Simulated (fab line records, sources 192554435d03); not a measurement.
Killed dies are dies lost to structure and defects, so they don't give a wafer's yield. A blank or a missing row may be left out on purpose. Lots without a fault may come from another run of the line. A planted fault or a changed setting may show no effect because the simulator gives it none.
fab line records | flow n5_finfet
record lots=15 wafers=37 last_day=18
route steps=1938 shown FIN_SAQP@129 STI_FIN_REVEAL@207
lots that met no fault: from a run of the same line without faults
start_h: hours from the record's first day to the start of the lot's first wafer shown | wait_h: hours since the lot's step before | " the same as in the row above | L1.1+2: a row that stands for several wafers | - no value, or no start given | * or withheld: withheld | < > ~ a bound
route shown NAME@n: a module of which the file shows steps, and the number in the route of the first | usual: mean/standard deviation of fault-free wafers | same: alike in all rows | chamber/n: place in a boat | sites: the reading at each site | _std_site: their standard deviation | _edge_site: outer sites' mean less inner sites' | radius_mm: how far each site lies from the wafer's centre | mask NAME#n: copy n | behind: the tool/chamber that last shaped the wafer | hold: why the lot was held/for how many hours/how that ended | device: the transistor (n, p or np) that didn't switch | end of line: the same wafers' tests at the end of the route | a step without rows: its recipe alone | killed: dies lost to structure and defects at the first sort, not the wafer's yield | map: a wafer's dies, x killed, . not, _ none there
set.NAME: the setting as run; set.NAME@STEP: as run at that earlier step | model.NAME: the simulator's own value behind a step, which no gauge read
steps of the route over a sample of lots; a table a step, a row a wafer
services: from which hour (start_h, from the record's first day; less than 0 if before it) a tool's chamber was out of use, for how many hours, and why
## steps
# step N5_FIN_SAQP_ETCH_57
# recipe chemistry=CH3F/O2 target=SiNx mask_material=SiO2 target_depth_a=325 time_s=46.4 pressure_mtorr=30 source_w=395 bias_w=73 Ar_flow_sccm=150 CH3F_flow_sccm=30 O2_flow_sccm=20 ion_energy_ev=120 ends=cleared
# usual drypump_motor_current_A=5.4/0.42 etch_rf_on_time_s=46.3/1.7 oes_o_777_au=0.81/0.076 oes_product_au=0.70/0.068 rf_vpp_V=301/5.8 showerhead_plenum_p_Torr=2.04/0.074 throttle_valve_pct=16.28/0.21
# columns lot.wafer tool chamber start_h wait_h drypump_motor_current_A etch_rf_on_time_s oes_o_777_au oes_product_au rf_hours_counter_h rf_vpp_V showerhead_plenum_p_Torr throttle_valve_pct
L680.1 rie_diel-02 3 24.35 0.0 5.2 44.2 0.86 0.71 81 298 2.03 16.34
L680.2 " 2 " " 6.3 46.4 0.89 0.81 5 294 2.15 16.28
L680.3 " 0 " " 4.9 44.8 0.80 0.70 104 308 2.00 16.09
L681.1 rie_diel-01 0 30.10 0.0 6.0 46.0 0.73 0.64 188 303 1.88 16.45
L681.4 " 1 " " 5.7 48.6 0.63 0.56 233 302 1.90 16.94
L681.6 " 0 " " 6.0 46.6 0.74 0.63 - 305 1.88 16.45
L682.3 rie_diel-01 0 37.10 0.0 6.0 46.7 0.73 0.63 191 305 1.88 16.45
L682.4 " 1 " " 5.7 47.2 0.64 0.57 236 302 1.89 16.95
L682.5 " 3 " " 5.7 45.8 0.82 0.71 - 294 2.04 16.53
L683.5 rie_diel-05 3 42.86 0.1 5.1 45.2 0.91 0.78 - 304 2.03 16.26
L683.6 " 2 " " 5.2 48.1 0.71 0.61 - 301 2.06 16.27
L684.2 rie_diel-05 1 50.31 0.0 5.6 45.2 0.83 0.70 88 310 2.11 15.94
L684.4 " 2 " " 5.2 47.4 0.71 0.61 204 298 2.06 16.26
L684.5 " 1 " " 5.6 45.9 0.83 0.70 - 311 2.11 15.92
L685.1 rie_diel-05 3 54.23 0.0 5.1 45.5 0.89 0.78 34 305 2.03 16.26
L685.2 " 1 " " 5.6 43.5 0.83 0.70 89 311 2.12 15.91
L685.3 " 2 " " 5.2 46.1 0.70 0.61 205 299 2.06 16.26
L686.2 rie_diel-05 2 61.83 0.1 5.2 47.6 0.71 0.60 208 299 2.05 16.28
L686.5 " 3 " " 5.1 45.1 0.88 0.77 - 306 2.03 16.27
L687.2 rie_diel-02 3 65.40 0.1 5.2 43.9 0.85 0.69 95 298 2.02 16.38
L687.3 " 1 " " 5.0 47.7 0.83 0.70 63 298 2.13 16.27
L689.3 rie_diel-02 1 78.57 0.0 5.0 46.3 0.82 0.70 66 298 2.13 16.29
L689.4 " 2 " " 6.3 46.5 0.85 0.76 24 293 2.15 16.30
L692.5 rie_diel-05 0 97.40 0.1 5.4 43.8 0.97 0.82 - 293 1.96 16.34
L692.6 " 1 " " 5.6 46.2 0.81 0.67 - 309 2.11 15.95
L693.1 rie_diel-01 3 103.98 0.1 5.7 45.4 0.80 0.68 88 295 2.03 16.61
L693.2 " 2 " " 5.2 48.0 0.78 0.71 56 305 2.02 15.89
L697.1 rie_diel-05 2 131.49 0.1 5.2 47.3 0.69 0.59 232 299 2.05 16.31
L697.5 " 0 " " 5.4 43.3 0.94 0.80 - 292 1.96 16.35
L700.2 rie_diel-02 3 144.35 0.2 5.2 44.2 0.82 0.66 124 296 2.01 16.41
L700.5 " 3 " " 5.2 45.0 0.82 0.67 - 297 2.01 16.42
L702.1 rie_diel-01 0 158.52 0.1 6.1 46.2 0.71 0.60 235 305 1.87 16.55
L702.4 " 2 " " 5.2 48.7 0.76 0.69 77 303 2.01 15.91
L702.6 " 3 " " 5.7 47.5 0.77 0.66 - 296 2.02 16.65
L703.2 rie_diel-05 3 166.21 0.1 5.1 45.1 0.83 0.73 75 306 2.02 16.35
L703.5 " 2 " " 5.2 47.2 0.68 0.59 - 298 2.04 16.31
L703.6 " 1 " " 5.6 45.9 0.80 0.66 - 310 2.10 16.00
# step N5_FIN_SAQP_SPACER2_ALD_28
# recipe material=SiO2 target_thk_a=81 temp_c=300 ald_precursor_family=BDEAS ald_co_reactant=O2-plasma pulse_time_s=1 purge_time_s=2 co_reactant_purge_time_s=2 pressure_torr=2
# usual heater_power_w=455/38 precursor_pulse_height_rel=1.002/0.02 susceptor_temp_C=300.00/0.2
# columns lot.wafer tool chamber start_h wait_h heater_power_w precursor_pulse_height_rel since_wet_clean_h susceptor_temp_C
L680.1 ald_sin-02 1 25.32 0.1 431 1.007 118 300.20
L680.2 " 3 " " 412 1.006 118 299.98
L680.3 " 2 " " 497 0.961 118 299.77
L681.1 ald_sin-03 1 31.07 0.1 445 1.013 220 300.18
L681.4 " 3 " " 420 1.018 220 299.84
L681.6 " 0 " " 436 1.010 - 300.13
L682.3 ald_sin-03 0 38.19 0.1 426 0.989 228 299.97
L682.4 " 3 " " 413 1.004 228 299.94
L682.5 " 0 " " 429 0.990 - 300.03
L683.5 ald_sin-02 0 43.95 0.2 451 0.986 - 299.93
L683.6 " 1 " " 436 1.016 - 300.18
L684.2 ald_sin-04 3 51.31 0.1 540 0.990 43 300.00
L684.4 " 1 " " 441 0.987 43 300.20
L684.5 " 2 " " 496 1.033 - 299.95
L685.1 ald_sin-02 3 56.50 1.2 416 0.994 149 299.70
L685.2 " 0 " " 436 1.034 149 300.35
L685.3 " 1 " " 433 1.028 149 299.72
L686.2 ald_sin-03 3 62.81 0.1 413 0.987 252 299.90
L686.5 " 1 " " 455 0.985 - 299.71
L687.2 ald_sin-02 2 66.63 0.1 514 0.980 160 299.89
L687.3 " 3 " " 428 1.019 160 300.16
L689.3 ald_sin-02 2 80.16 0.7 508 1.033 173 300.14
L689.4 " 1 " " 436 1.004 173 299.92
L692.5 ald_sin-02 0 98.81 0.4 450 0.981 - 300.01
L692.6 " 3 " " 426 0.992 - 299.86
L693.1 ald_sin-02 2 104.96 0.1 537 1.000 198 300.26
L693.2 " 3 " " 422 1.014 198 300.21
L697.1 ald_sin-02 1 132.87 0.5 426 0.975 226 299.86
L697.5 " 3 " " 418 0.997 - 299.75
L700.2 ald_sin-03 1 145.37 0.1 442 0.998 335 300.00
L700.5 " 3 " " 412 0.972 - 299.87
L702.1 ald_sin-04 3 160.85 1.5 547 1.055 153 299.99
L702.4 " 2 " " 491 0.972 153 299.84
L702.6 " 1 " " 440 0.979 - 299.79
L703.2 ald_sin-04 1 167.43 0.3 440 0.985 160 299.99
L703.5 " 0 " " 409 0.967 - 300.07
L703.6 " 1 " " 444 1.008 - 299.80
# step N5_FIN_SAQP_CD_MEAS_31
# recipe target_cd_nm=8 landing_energy_ev=1000 detector=se_inlens polarity=line
# usual cd_nm=8.15/0.21
# columns lot.wafer tool chamber start_h wait_h cd_nm
L680.1 cd_sem-03 0 25.97 0.1 8.07
L680.2 " 0 " " 8.08
L680.3 " 0 " " 8.23
L681.1 cd_sem-03 0 31.83 0.1 8.36
L681.4 " 0 " " 8.65
L681.6 " 0 " " 8.63
L682.3 cd_sem-02 0 38.72 0.1 8.07
L682.4 " 0 " " 8.53
L682.5 " 0 " " 8.07
L683.5 cd_sem-03 0 44.33 0.0 7.99
L683.6 " 0 " " 8.04
L684.2 cd_sem-02 0 51.83 0.1 7.78
L684.4 " 0 " " 8.35
L684.5 " 0 " " 7.81
L685.1 cd_sem-01 0 57.03 0.1 8.44
L685.2 " 0 " " 8.24
L685.3 " 0 " " 7.92
L686.2 cd_sem-01 0 63.33 0.1 8.01
L686.5 " 0 " " 8.40
L687.2 cd_sem-01 0 67.40 0.1 8.11
L687.3 " 0 " " 8.28
L689.3 cd_sem-03 0 80.69 0.1 8.15
L689.4 " 0 " " 8.10
L692.5 cd_sem-01 0 99.31 0.0 8.45
L692.6 " 0 " " 3.15
L693.1 cd_sem-02 0 105.48 0.1 3.18
L693.2 " 0 " " 7.93
L697.1 cd_sem-03 0 133.50 0.1 3.41
L697.5 " 0 " " 7.85
L700.2 cd_sem-01 0 146.01 0.1 7.79
L700.5 " 0 " " 8.13
L702.1 cd_sem-01 0 161.39 0.1 8.03
L702.4 " 0 " " 8.26
L702.6 " 0 " " 8.29
L703.2 cd_sem-02 0 167.96 0.1 8.14
L703.5 " 0 " " 8.43
L703.6 " 0 " " 8.15
# step N5_FIN_SAQP_HM_OPEN_33
# recipe chemistry=CH3F/O2 target=SiNx mask_material=SiO2 target_depth_a=494 time_s=70.6 pressure_mtorr=30 source_w=395 bias_w=73 Ar_flow_sccm=150 CH3F_flow_sccm=30 O2_flow_sccm=20 ion_energy_ev=120 ends=cleared
# usual drypump_motor_current_A=5.4/0.43 etch_rf_on_time_s=69.1/2.4 oes_o_777_au=0.81/0.072 oes_product_au=0.70/0.064 rf_vpp_V=301/5.7 showerhead_plenum_p_Torr=2.04/0.073 throttle_valve_pct=16.29/0.2
# columns lot.wafer tool chamber start_h wait_h drypump_motor_current_A etch_rf_on_time_s oes_o_777_au oes_product_au rf_hours_counter_h rf_vpp_V showerhead_plenum_p_Torr throttle_valve_pct
L680.1 rie_diel-02 3 26.12 0.1 5.2 65.8 0.86 0.72 82 299 2.03 16.34
L680.2 " 2 " " 6.4 67.9 0.90 0.81 5 292 2.15 16.26
L680.3 " 0 " " 4.8 69.1 0.80 0.70 105 309 2.00 16.08
L681.1 rie_diel-02 3 32.22 0.4 5.2 64.5 0.86 0.71 83 296 2.03 16.35
L681.4 " 1 " " 4.9 71.3 0.84 0.73 50 300 2.14 16.25
L681.6 " 0 " " 4.9 67.4 0.80 0.70 - 307 2.00 16.10
L682.3 rie_diel-05 3 38.84 0.1 5.1 67.3 0.91 0.79 29 305 2.03 16.25
L682.4 " 2 " " 5.1 69.4 0.70 0.61 200 301 2.06 16.26
L682.5 " 0 " " 5.4 64.9 1.02 0.85 - 294 1.97 16.29
L683.5 rie_diel-01 0 44.40 0.1 6.0 71.3 0.73 0.63 - 304 1.88 16.48
L683.6 " 3 " " 5.7 69.7 0.83 0.70 - 293 2.03 16.54
L684.2 rie_diel-02 1 51.88 0.0 5.0 69.4 0.82 0.72 58 298 2.13 16.27
L684.4 " 0 " " 4.9 65.5 0.79 0.69 114 308 1.99 16.08
L684.5 " 0 " " 4.9 66.6 0.79 0.69 - 310 1.99 16.11
L685.1 rie_diel-02 2 57.08 0.0 6.3 69.4 0.86 0.78 15 292 2.15 16.28
L685.2 " 3 " " 5.2 66.6 0.85 0.69 91 298 2.02 16.37
L685.3 " 1 " " 5.0 70.1 0.82 0.71 59 298 2.13 16.27
L686.2 rie_diel-01 0 63.38 0.0 6.1 67.6 0.73 0.62 199 303 1.88 16.49
L686.5 " 3 " " 5.7 67.6 0.81 0.70 - 294 2.03 16.57
L687.2 rie_diel-02 1 67.46 0.1 5.0 72.8 0.82 0.71 64 298 2.13 16.28
L687.3 " 3 " " 5.2 65.9 0.84 0.69 97 298 2.02 16.39
L689.3 rie_diel-02 1 80.73 0.0 5.0 71.6 0.82 0.71 67 296 2.13 16.27
L689.4 " 0 " " 4.9 68.5 0.78 0.68 123 309 1.99 16.12
L692.5 rie_diel-05 2 99.41 0.1 5.2 73.0 0.69 0.59 - 299 2.05 16.30
L692.6 " 3 " " 5.1 70.8 0.86 0.75 - 305 2.03 16.29
L693.1 rie_diel-02 3 105.53 0.0 5.2 64.7 0.83 0.68 109 296 2.02 16.40
L693.2 " 1 " " 4.9 70.2 0.80 0.70 76 300 2.13 16.30
L697.1 rie_diel-01 0 133.57 0.1 6.0 70.1 0.71 0.60 227 305 1.87 16.52
L697.5 " 3 " " 5.7 71.7 0.78 0.67 - 294 2.02 16.63
L700.2 rie_diel-01 2 146.43 0.4 5.2 71.2 0.76 0.69 73 302 2.01 15.89
L700.5 " 2 " " 5.2 73.1 0.76 0.68 - 303 2.01 15.91
L702.1 rie_diel-05 0 161.55 0.1 5.4 66.1 0.92 0.78 44 294 1.95 16.36
L702.4 " 3 " " 5.1 68.4 0.84 0.73 - 304 2.02 16.33
L702.6 " 0 " " 5.4 68.0 0.93 0.78 - 293 1.95 16.36
L703.2 rie_diel-05 3 168.24 0.3 5.1 69.6 0.84 0.72 76 304 2.02 16.34
L703.5 " 2 " " 5.2 73.0 0.69 0.58 - 298 2.04 16.33
L703.6 " 3 " " 5.1 71.5 0.84 0.71 - 305 2.02 16.35
# step N5_FIN_SAQP_ETCH_34
# recipe chemistry=C4F6/O2 target=SiO2 target_depth_a=450 time_s=15 ion_energy_ev=250 pressure_mtorr=30 source_w=345 bias_w=185 Ar_flow_sccm=300 C4F6_flow_sccm=10 O2_flow_sccm=10 ends=cleared
# usual drypump_motor_current_A=5.4/0.43 etch_rf_on_time_s=15.0/0.43 oes_o_777_au=0.81/0.073 oes_product_au=0.70/0.064 rf_vpp_V=673/12 showerhead_plenum_p_Torr=2.90/0.1 throttle_valve_pct=21.03/0.24
# columns lot.wafer tool chamber start_h wait_h drypump_motor_current_A etch_rf_on_time_s oes_o_777_au oes_product_au rf_hours_counter_h rf_vpp_V showerhead_plenum_p_Torr throttle_valve_pct
L680.1 rie_diel-02 3 26.19 0.0 5.2 14.3 0.87 0.70 82 665 2.88 21.08
L680.2 " 2 " " 6.3 15.1 0.88 0.81 5 656 3.06 21.11
L680.3 " 0 " " 4.9 14.8 0.82 0.70 105 689 2.84 20.76
L681.1 rie_diel-02 3 32.29 0.0 5.2 14.3 0.87 0.71 84 665 2.88 21.10
L681.4 " 1 " " 5.0 15.6 0.81 0.72 50 670 3.04 21.08
L681.6 " 0 " " 4.9 14.7 0.82 0.70 - 688 2.84 20.76
L682.3 rie_diel-05 3 38.91 0.0 5.1 14.9 0.89 0.78 29 684 2.89 21.02
L682.4 " 2 " " 5.2 15.5 0.71 0.61 200 672 2.92 20.90
L682.5 " 0 " " 5.4 14.2 1.02 0.84 - 656 2.80 21.13
L683.5 rie_diel-01 0 44.45 0.0 6.0 14.9 0.71 0.63 - 682 2.69 21.16
L683.6 " 3 " " 5.7 15.2 0.82 0.69 - 661 2.90 21.34
L684.2 rie_diel-02 1 51.95 0.0 5.0 15.7 0.82 0.72 58 669 3.04 21.10
L684.4 " 0 " " 4.9 14.6 0.81 0.69 114 688 2.83 20.77
L684.5 " 0 " " 4.9 14.7 0.81 0.69 - 689 2.83 20.77
L685.1 rie_diel-02 2 57.15 0.0 6.4 15.2 0.86 0.78 15 656 3.05 21.10
L685.2 " 3 " " 5.2 14.5 0.86 0.69 91 665 2.88 21.11
L685.3 " 1 " " 4.9 15.8 0.80 0.71 59 671 3.03 21.10
L686.2 rie_diel-01 0 63.45 0.0 6.0 14.9 0.71 0.62 199 681 2.69 21.17
L686.5 " 3 " " 5.7 15.0 0.82 0.70 - 660 2.89 21.37
L687.2 rie_diel-02 1 67.53 0.0 5.0 15.5 0.80 0.71 64 671 3.03 21.10
L687.3 " 3 " " 5.2 14.4 0.86 0.69 97 665 2.88 21.12
L689.3 rie_diel-02 1 80.80 0.0 5.0 15.6 0.80 0.70 67 669 3.03 21.11
L689.4 " 0 " " 4.9 14.7 0.80 0.68 123 689 2.83 20.78
L692.5 rie_diel-05 2 99.46 0.0 5.2 15.4 0.69 0.60 - 672 2.91 20.92
L692.6 " 3 " " 5.1 14.8 0.86 0.75 - 682 2.88 21.06
L693.1 rie_diel-02 3 105.60 0.0 5.2 14.3 0.84 0.68 109 663 2.87 21.13
L693.2 " 1 " " 5.0 15.4 0.78 0.70 76 671 3.03 21.13
L697.1 rie_diel-01 0 133.64 0.0 6.1 15.0 0.70 0.60 227 679 2.68 21.21
L697.5 " 3 " " 5.7 15.2 0.78 0.67 - 659 2.88 21.41
L700.2 rie_diel-01 2 146.50 0.0 5.2 15.6 0.75 0.68 73 680 2.87 20.60
L700.5 " 2 " " 5.2 15.7 0.75 0.68 - 681 2.87 20.61
L702.1 rie_diel-05 0 161.62 0.0 5.4 14.4 0.93 0.77 45 654 2.78 21.19
L702.4 " 3 " " 5.1 14.8 0.84 0.73 - 684 2.87 21.10
L702.6 " 0 " " 5.4 14.5 0.92 0.78 - 655 2.78 21.21
L703.2 rie_diel-05 3 168.31 0.0 5.1 14.7 0.82 0.73 76 683 2.87 21.09
L703.5 " 2 " " 5.2 15.4 0.68 0.59 - 671 2.90 20.95
L703.6 " 3 " " 5.1 14.8 0.83 0.72 - 683 2.87 21.09
# step N5_FIN_SAQP_CD_MEAS_37
# recipe target_cd_nm=8 polarity=line
# usual cd_nm=8.26/0.29
# columns lot.wafer tool chamber start_h wait_h cd_nm
L680.1 cd_sem-02 - 26.52 0.1 8.10
L680.2 " - " " 8.97
L680.3 " - " " 7.93
L681.1 cd_sem-02 - 32.62 0.1 8.54
L681.4 " - " " 8.55
L681.6 " - " " 8.60
L682.3 cd_sem-02 - 39.25 0.1 8.05
L682.4 " - " " 8.32
L682.5 " - " " 8.20
L683.5 cd_sem-02 - 44.78 0.0 8.15
L683.6 " - " " 8.33
L684.2 cd_sem-02 - 52.29 0.1 8.11
L684.4 " - " " 8.11
L684.5 " - " " 7.91
L685.1 cd_sem-03 - 57.48 0.1 8.24
L685.2 " - " " 8.05
L685.3 " - " " 7.75
L686.2 cd_sem-03 - 63.79 0.1 8.26
L686.5 " - " " 8.44
L687.2 cd_sem-02 - 67.87 0.1 8.18
L687.3 " - " " 8.52
L689.3 cd_sem-03 - 81.14 0.1 8.02
L689.4 " - " " 8.44
L692.5 cd_sem-03 - 99.80 0.0 8.33
L692.6 " - " " 3.42
L693.1 cd_sem-02 - 105.93 0.1 3.27
L693.2 " - " " 8.05
L697.1 cd_sem-01 - 133.97 0.1 3.61
L697.5 " - " " 7.60
L700.2 cd_sem-03 - 146.83 0.1 8.58
L700.5 " - " " 8.94
L702.1 cd_sem-01 - 161.95 0.1 7.82
L702.4 " - " " 7.95
L702.6 " - " " 8.03
L703.2 cd_sem-03 - 168.64 0.1 7.69
L703.5 " - " " 8.79
L703.6 " - " " 7.59
# step N5_STI_FIN_REVEAL_CD_MEAS_22
# recipe target_cd_nm=6.238 pitch_nm=28 polarity=line
# usual cd_nm=6.4/0.34
# columns lot.wafer tool chamber start_h wait_h cd_nm
L680.1 cd_sem-03 - 36.72 0.0 6.0
L680.2 " - " " 6.9
L680.3 " - " " 6.0
L681.1 cd_sem-03 - 44.80 0.0 6.9
L681.4 " - " " 6.6
L681.6 " - " " 6.6
L682.3 cd_sem-02 - 49.37 0.0 6.2
L682.4 " - " " 6.0
L682.5 " - " " 6.1
L683.5 cd_sem-02 - 55.81 0.0 6.1
L683.6 " - " " 6.3
L684.2 cd_sem-03 - 63.00 0.0 6.0
L684.4 " - " " 6.4
L684.5 " - " " 6.4
L685.1 cd_sem-03 - 68.14 0.0 6.8
L685.2 " - " " 6.3
L685.3 " - " " 6.1
L686.2 cd_sem-02 - 73.97 0.0 6.7
L686.5 " - " " 6.5
L687.2 cd_sem-02 - 78.78 0.0 6.9
L687.3 " - " " 5.9
L689.3 cd_sem-01 - 91.27 0.0 5.7
L689.4 " - " " 6.2
L692.5 cd_sem-02 - 111.06 0.0 6.2
L692.6 " - " " 1.8
L693.1 cd_sem-02 - 117.54 0.0 0.7
L693.2 " - " " 6.3
L697.1 cd_sem-01 - 144.34 0.0 2.0
L697.5 " - " " 6.1
L700.2 cd_sem-03 - 157.12 0.0 6.3
L700.5 " - " " 7.0
L702.1 cd_sem-01 - 173.43 0.0 6.0
L702.4 " - " " 6.4
L702.6 " - " " 5.8
L703.2 cd_sem-03 - 180.45 0.0 6.2
L703.5 " - " " 6.8
L703.6 " - " " 6.1
## services
# columns tool chamber start_h hours kind
ald_sin-04 - 0.90 2.7 repair
ald_sin-02 2 4.58 12.0 repair
ald_sin-02 - 5.21 1.0 repair
ald_sin-04 0 7.92 - clean
ald_sin-04 1 7.92 - clean
ald_sin-03 2 11.13 2.4 repair
ald_sin-04 1 27.92 10.5 repair
rie_diel-05 0 53.76 11.6 repair
ald_sin-04 3 66.35 8.7 repair
ald_sin-02 - 68.53 6.1 pm
rie_diel-01 1 76.89 - clean
rie_diel-01 1 76.89 - consumable_replace:focus_ring
rie_diel-01 1 76.89 - consumable_replace:showerhead
rie_diel-01 1 76.89 15.8 scheduled_down
rie_diel-01 1 76.89 15.8 vent_cycle
ald_sin-02 1 84.49 15.9 repair
rie_diel-05 - 112.03 4.3 pm
ald_sin-02 3 117.54 10.8 repair
ald_sin-03 - 122.29 0.3 repair
rie_diel-02 2 136.70 8.8 repair
ald_sin-03 1 139.92 3.4 repair
ald_sin-02 1 144.57 6.7 repair
rie_diel-02 - 154.74 14.6 pm
rie_diel-05 2 159.38 5.2 repair
## key
first_sign step=N5_FIN_SAQP_CD_MEAS_31 reading=cd_nm direction=down sigmas=24 usual=8.15 struck=3.24
effect step=N5_FIN_SAQP_CD_MEAS_37 reading=cd_nm direction=down sigmas=17 usual=8.26 struck=3.43
effect step=N5_STI_FIN_REVEAL_CD_MEAS_22 reading=cd_nm direction=down sigmas=14 usual=6.4 struck=1.5
met_at N5_FIN_SAQP_SPACER2_ALD_28
struck_lots L692,L693,L697
struck_wafers L692.6,L693.1,L697.1
sort_left_out L692.6,L693.1,L697.1
tester_left_out L692,L693,L697
not_acting_at N5_FIN_SAQP_ETCH_57,N5_FIN_SAQP_HM_OPEN_33,N5_FIN_SAQP_ETCH_34
onset_between 80.16 98.81
fault kind=process_parameter_drift tool=ald_sin-02 chamber=- onset_h=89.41 steps=N5_FIN_SAQP_SPACER2_ALD_28 channel=target_thk_a offset=* shape=step end_h=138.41 scope=struck_wafers_only acts_in=* stated=*
# tester_left_out: of these lots the tester's yield and bins aren't shown, on N5 and GAA mostly nor the transistor test; their killed dies are dies lost to structure and defects alone, not to doping, threshold or leakage, so they don't give the yield
# sort_left_out: the simulated sort isn't trusted on such a fault, so these wafers' sort isn't shown, and their yield isn't known
